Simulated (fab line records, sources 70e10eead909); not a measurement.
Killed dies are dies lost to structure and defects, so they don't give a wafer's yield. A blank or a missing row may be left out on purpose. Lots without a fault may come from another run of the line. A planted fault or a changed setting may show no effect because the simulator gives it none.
Tool commonality check | flow nand_harc | 9 lots, 27 wafers sampled

WHY IT WAS OPENED
At NHARC_A_CHANNEL_HOLE_D1_CD_MEAS_10 the reading cd_nm is flagged on 2 of 9 lots. Wafers without a fault read 100.0 nm, standard deviation 0.42.
Rule: a lot is flagged when every wafer of it that has a number lies more than 4 standard deviations from that mean, or none has a number. The other lots count as sound.

lot  | measured     | on        | cd_nm (nm), wafer by wafer | flag
L265 | day 10 19:13 | cd_sem-01 | 100.3 100.0 99.9           |
L268 | day 12 02:58 | cd_sem-03 | 99.0 100.2 99.2            |
L269 | day 12 18:06 | cd_sem-03 | 99.5 100.1 99.8            |
L271 | day 13 08:50 | cd_sem-01 | 100.3 100.1 99.8           |
L274 | day 14 11:11 | cd_sem-03 | 112.9 113.6 112.8          | FLAGGED
L275 | day 15 05:15 | cd_sem-03 | 112.8 113.0 112.7          | FLAGGED
L278 | day 16 09:37 | cd_sem-01 | 101.0 101.1 100.3          |
L280 | day 16 21:29 | cd_sem-03 | 100.7 100.6 100.2          |
L282 | day 18 06:07 | cd_sem-01 | 100.4 100.3 99.2           |
The numbers of the flagged lots are 113.0 nm on average: +13.0 nm against the usual, or +31 standard deviations.

WHICH TOOL RAN EACH LOT
The record holds 1 process step before the reading, out of a route of 1302 steps. In each cell: the tool, then ch and the chambers that the sampled wafers went through, then the start.
lot  | flag    | NHARC_A_CHANNEL_HOLE_D1_PEB_08
L265 |         | litho_track-06 ch 0, day 10 19:08
L268 |         | litho_track-01 ch 0, day 12 02:53
L269 |         | litho_track-01 ch 0, day 12 18:01
L271 |         | litho_track-04 ch 0, day 13 08:46
L274 | FLAGGED | litho_track-01 ch 0, day 14 11:06
L275 | FLAGGED | litho_track-01 ch 0, day 15 05:10
L278 |         | litho_track-04 ch 0, day 16 09:32
L280 |         | litho_track-06 ch 0, day 16 21:24
L282 |         | litho_track-04 ch 0, day 18 06:02
What these steps do:
- NHARC_A_CHANNEL_HOLE_D1_PEB_08: peb time 65 s.
- NHARC_A_CHANNEL_HOLE_D1_CD_MEAS_10: target cd 100 nm.

FLAGGED OVER TOTAL, TOOL BY TOOL (the gauges that took the reading come last)
step                               | tool           | lots run | flagged | share of the flagged lots | sound lots run after its first flagged lot
NHARC_A_CHANNEL_HOLE_D1_PEB_08     | litho_track-01 | 4        | 2       | all                       | 0
NHARC_A_CHANNEL_HOLE_D1_PEB_08     | litho_track-04 | 3        | 0       | none                      | -
NHARC_A_CHANNEL_HOLE_D1_PEB_08     | litho_track-06 | 2        | 0       | none                      | -
NHARC_A_CHANNEL_HOLE_D1_CD_MEAS_10 | cd_sem-01      | 4        | 0       | none                      | -
NHARC_A_CHANNEL_HOLE_D1_CD_MEAS_10 | cd_sem-03      | 5        | 2       | all                       | 1 (L280)

WHAT THE TABLE ALLOWS
2 rows of the table ran every flagged lot: litho_track-01 at NHARC_A_CHANNEL_HOLE_D1_PEB_08, cd_sem-03 at NHARC_A_CHANNEL_HOLE_D1_CD_MEAS_10.
- litho_track-01 at NHARC_A_CHANNEL_HOLE_D1_PEB_08: 2 of its 4 lots flagged. Its last sound lot is L269 (day 12 18:01), its first flagged lot L274 (day 14 11:06): a fault that began between those two fits.
- cd_sem-03 at NHARC_A_CHANNEL_HOLE_D1_CD_MEAS_10: 2 of its 5 lots flagged. Sound lots ran on it after the first flagged one (L280), which a lasting fault on the whole tool wouldn't allow.
One tool is left: litho_track-01 at NHARC_A_CHANNEL_HOLE_D1_PEB_08.

WHAT THE SIMULATOR HAD PUT IN
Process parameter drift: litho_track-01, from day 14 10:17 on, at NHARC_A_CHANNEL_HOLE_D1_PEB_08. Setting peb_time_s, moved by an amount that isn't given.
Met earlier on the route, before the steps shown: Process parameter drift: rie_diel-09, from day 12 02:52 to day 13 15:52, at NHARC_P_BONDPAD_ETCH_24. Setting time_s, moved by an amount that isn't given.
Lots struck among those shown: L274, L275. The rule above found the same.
